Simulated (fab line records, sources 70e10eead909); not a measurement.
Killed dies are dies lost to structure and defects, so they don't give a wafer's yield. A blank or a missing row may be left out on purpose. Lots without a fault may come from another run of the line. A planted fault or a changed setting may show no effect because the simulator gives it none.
Chamber matching | flow nand_harc | NHARC_P_M0_DEP_32 on pecvd-01: 3 sister chambers
The step deposits SiCN, target thk 30 nm. 3 wafers are shown with their chamber, then 9 later ones without.

WAFERS WITH THEIR CHAMBER
wafer  | chamber | heater_power_w (W)
L514.4 | 1       | 650
L520.1 | 0       | 448
L520.5 | 2       | 699

WAFERS WITHOUT THEIR CHAMBER
wafer  | heater_power_w (W)
L523.4 | 462
L523.5 | 655
L523.6 | 610
L524.4 | 486
L524.5 | 693
L524.6 | 649
L529.1 | 480
L529.3 | 608
L529.4 | 657

WHICH CHAMBER EACH WENT THROUGH
wafer  | from the rows above     | in truth
L523.4 | 0                       | 0
L523.5 | can't be placed: 1 or 2 | 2
L523.6 | can't be placed: 1 or 2 | 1
L524.4 | 0                       | 0
L524.5 | can't be placed: 2 or 1 | 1
L524.6 | can't be placed: 1 or 2 | 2
L529.1 | 0                       | 0
L529.3 | can't be placed: 1 or 2 | 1
L529.4 | can't be placed: 1 or 2 | 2
Placed correctly: 3 of 9. Can't be placed from these rows: 6 (the true chamber is among the candidates in 6). Placed wrongly: 0.
How it was worked out, from the rows above alone: a wafer's distance from a chamber is the root of the sum, over the readings, of the square of ((its reading less the chamber's mean) divided by the reading's scatter). The wafer belongs to the nearest chamber; if the next one is less than 2 further off, it can't be placed. A chamber's mean is the mean of its shown wafers. The scatter: with one shown wafer a chamber, the root of the mean of the squares of how far each hidden wafer lies from its nearest shown one.
